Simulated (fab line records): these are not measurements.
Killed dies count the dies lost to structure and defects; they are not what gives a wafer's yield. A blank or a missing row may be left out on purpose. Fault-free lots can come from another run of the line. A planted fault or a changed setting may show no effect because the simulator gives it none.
Code-filled problem report in 8D (eight disciplines) form || flow n5-finfet || the parts of the form that need people (team, actions taken, sign-off) are left out

## 1. WHAT IS WRONG
Mean M13_THK at N5_BEOL_M13_THK_MEAS_50: 806 nm over 3 wafers in 3 lots; fault-free wafers: 434 nm, standard deviation 10. That puts it +37 standard deviations away from the usual mean.
The step: measures by xrf.
Earliest sighting: wafer L897.4 on film-metro-01 at day 15 13:30. Wafers with a number at this step in the record: 15, from 5 lots. Rule for "out" (also "out of limits"): further than 4 standard deviations from the usual mean. The rest of the wafers with a number are treated as sound.

## 2. WHAT THIS IS AND IS NOT
{"question": "which readings at this step", "is": "M13_THK", "is not": "-"}
{"question": "which lots", "is": "L895, L897, L900", "is not": "L877, L881"}
{"question": "which wafers of those lots", "is": "L895.3, L897.4, L900.3", "is not": "L895.2, L895.5, L897.1, L897.6, L900.2, L900.6"}
{"question": "read on which gauges", "is": "film-metro-01, film-metro-02", "is not": "-"}
{"question": "when", "is": "from day 15 13:30", "is not": "up to then (8 sound wafers); but 4 sound wafers of L895, L900 came after"}

## 3. THE SUSPECTS, EACH WITH WHAT RULES IT OUT
Counting: any tool at a process step up to the reading remains a suspect provided it ran every lot that is out. Sound lots after the first of them don't rule it out here, since some wafers of a struck lot are sound.
- the gauge at N5_BEOL_M13_THK_MEAS_50 has been ruled out. The wafers that are out were read on 2 gauges (film-metro-01, film-metro-02).
- cmp-03 at N5_BEOL_M13_CMP_49 (polishes, stops on SiOC, t overpolish 17.1 s, target thk 420 nm): kept. It processed each lot that is out (first: L897, day 15 13:13); up to then, its last sound lot is L881 (day 11 23:02). On those wafers its own readings are out: barrier-field-endpoint-s, overpolish-run-s.
Remaining after the count: cmp-03 at N5_BEOL_M13_CMP_49.

## 4. THE CAUSE (what the simulator had put in)
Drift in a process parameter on cmp-03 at N5_BEOL_M13_CMP_49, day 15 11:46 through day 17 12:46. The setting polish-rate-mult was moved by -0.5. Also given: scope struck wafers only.
This tool alone remained once counting was done.

## 5. THE EFFECT CHAIN, in route order
One row per reading whose mean, taken over the struck wafers that have a number, lies over 3 standard deviations from the usual. Scope: only readings with a usual standard deviation given in the record; hours: median across lots of the time from each lot's start at the first step in this table that gives one to its start at this step; sigmas: change in usual standard deviations.
{"hours": 0, "step": "N5_BEOL_M13_CMP_49", "reading": "barrier-field-endpoint-s", "usual": "30.8 s", "on struck wafers": 59.9, "change": "+29.1", "sigmas": "+26"}
{"hours": 0, "step": "N5_BEOL_M13_CMP_49", "reading": "overpolish-run-s", "usual": "17.099 s", "on struck wafers": 1.764, "change": -15.335, "sigmas": "-99 or more"}
{"hours": 0, "step": "N5_BEOL_M13_THK_MEAS_50", "reading": "M13_THK", "usual": "434 nm", "on struck wafers": 806, "change": "+372", "sigmas": "+37"}
{"hours": 0, "step": "N5_BEOL_M13_INSPECT_55", "reading": "raw-defect-count", "usual": 76, "on struck wafers": 3165, "change": "+3089", "sigmas": "+99 or more"}
{"hours": 30, "step": "N5_PASSIVATION_PROBE_49", "reading": "defect-limited-yield", "usual": "91.3 %", "on struck wafers": 0.0, "change": -91.3, "sigmas": -61}
{"hours": 30, "step": "N5_PASSIVATION_PROBE_49", "reading": "killed_at_M4_up", "usual": 15, "on struck wafers": 1080, "change": "+1065", "sigmas": "+99 or more"}
{"hours": 30, "step": "N5_PASSIVATION_PROBE_49", "reading": "killed-dies", "usual": 103, "on struck wafers": 1180, "change": "+1077", "sigmas": "+60"}
{"hours": 30, "step": "N5_PASSIVATION_PROBE_49", "reading": "killed-on-rim", "usual": 14, "on struck wafers": 152, "change": "+138", "sigmas": "+32"}
{"hours": 30, "step": "N5_PASSIVATION_PROBE_49", "reading": "sort-n-pass", "usual": 1077, "on struck wafers": 0, "change": -1077, "sigmas": -60}
{"hours": 30, "step": "N5_PASSIVATION_PROBE_49", "reading": "sort-yield-pct", "usual": "91.3 %", "on struck wafers": 0.0, "change": -91.3, "sigmas": -61}
Process steps it contains:
- N5_BEOL_M13_CMP_49: polishes, stops on SiOC, t overpolish 17.1 s, target thk 420 nm.
- N5_PASSIVATION_PROBE_49

## 6. HOW IT WOULD HAVE BEEN CAUGHT EARLIER
2 hours passed between the start of the fault at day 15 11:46 and the first reading out of limits at a measuring or inspecting step in this record, taken at day 15 13:30.
Tool's own readings at N5_BEOL_M13_CMP_49, barrier-field-endpoint-s, overpolish-run-s: out on all struck wafers the step has rows for; an alarm limit on them would have tripped on the first.
Among the 3 lots that are out, L895, L900 began N5_BEOL_M13_CMP_49 on cmp-03 after day 15 13:30. A hold on the tool at that time would have spared those 2.
